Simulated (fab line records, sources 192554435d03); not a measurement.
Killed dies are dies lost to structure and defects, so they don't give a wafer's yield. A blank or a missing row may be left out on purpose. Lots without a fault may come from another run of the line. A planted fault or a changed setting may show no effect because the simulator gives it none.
Split-lot experiment | flow n5_finfet | 7 lots, 21 wafers read, on a route of 1938 steps

THE SPLIT
At N5_WELL_APT_COAT_19 (resist thk 950 nm), the setting spin_rpm was moved away from the recipe's 1357 rpm on 6 of the 21 wafers read, by -10.0% to -4.1%. The other wafers ran this setting at the recipe's value.

The reading is taken at the split's own step.

THE READING
coat_of_WELL_APT_COAT_19.thk_nm (the simulator's own value, which no gauge read), in nm, at N5_WELL_APT_COAT_19 (resist thk 950 nm). The file gives no usual value for it. The 15 wafers here that ran the recipe average 949.2 nm, standard deviation 3.9 nm.

wafer  | tool, chamber at the split | spin_rpm as run, rpm | against the recipe | coat_of_WELL_APT_COAT_19.thk_nm, nm | against lot-mates on the recipe
L076.1 | litho_track-03, 0          | 1243                 | -8.4%              | 995                                 | +41.1
L076.4 | litho_track-03, 0          | 1243                 | -8.4%              | 998.4                               | +44.5
L076.5 | litho_track-03, 0          | 1357                 | recipe             | 953.9                               | -
L079.3 | litho_track-01, 0          | 1301                 | -4.1%              | 972.6                               | +18.9
L079.4 | litho_track-01, 0          | 1301                 | -4.1%              | 972                                 | +18.3
L079.6 | litho_track-01, 0          | 1357                 | recipe             | 953.7                               | -
L080.4 | litho_track-03, 0          | 1357                 | recipe             | 947.1                               | -
L080.5 | litho_track-03, 0          | 1357                 | recipe             | 946.8                               | -
L080.6 | litho_track-03, 0          | 1357                 | recipe             | 946.5                               | -
L084.1 | litho_track-01, 0          | 1357                 | recipe             | 945.1                               | -
L084.4 | litho_track-01, 0          | 1357                 | recipe             | 945.7                               | -
L084.5 | litho_track-01, 0          | 1357                 | recipe             | 946.7                               | -
L090.1 | litho_track-03, 0          | 1221                 | -10.0%             | 1006                                | +52.7
L090.2 | litho_track-03, 0          | 1357                 | recipe             | 953.3                               | -
L090.4 | litho_track-03, 0          | 1221                 | -10.0%             | 1005                                | +51.7
L095.1 | litho_track-03, 0          | 1357                 | recipe             | 951                                 | -
L095.2 | litho_track-03, 0          | 1357                 | recipe             | 955.1                               | -
L095.4 | litho_track-03, 0          | 1357                 | recipe             | 956.1                               | -
L097.1 | litho_track-03, 0          | 1357                 | recipe             | 944.9                               | -
L097.5 | litho_track-03, 0          | 1357                 | recipe             | 946.2                               | -
L097.6 | litho_track-03, 0          | 1357                 | recipe             | 946.5                               | -

THE FIT
A straight line over all 21 wafers: coat_of_WELL_APT_COAT_19.thk_nm changes by -5.63 nm for each +1% of spin_rpm; r = -0.99; the points scatter about the line by 3.5 nm.
The same after taking each lot's own level away (the mean of its wafers on the recipe; 21 wafers): -5.12 nm for each +1%; r = -1.00; scatter 1.4 nm.
On that fit, the largest move of spin_rpm shifts the reading by 51 nm.
The lots' own levels span 945.83 to 954.07 nm, that is 2.1 times the standard deviation above.
So the lot-to-lot level changes the slope little: the two slopes agree.
Check: with one of the wafers moved furthest among these (-10.0%) left out of the fit, the line predicts +50.6 nm for it against its lot-mates. It came out at +52.7 nm against them.

OTHER SPLITS ON THESE WAFERS
These wafers also went through other splits before the reading. Each is held against what the fit with the lots' levels taken away leaves over:
other split on the same wafers | wafers away from the commonest value | r with coat_of_WELL_APT_COAT_19.thk_nm (lot level and that fit taken away)
N5_WELL_APT_COAT_02 spin_rpm   | 10                                   | +0.22
N5_WELL_APT_EXPOSE_05 dose_mj  | 6                                    | +0.19

THE FILE'S OWN FIT
coat_of_WELL_APT_COAT_19.thk_nm changes by -5.1 nm for each +1% of spin_rpm, r = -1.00.
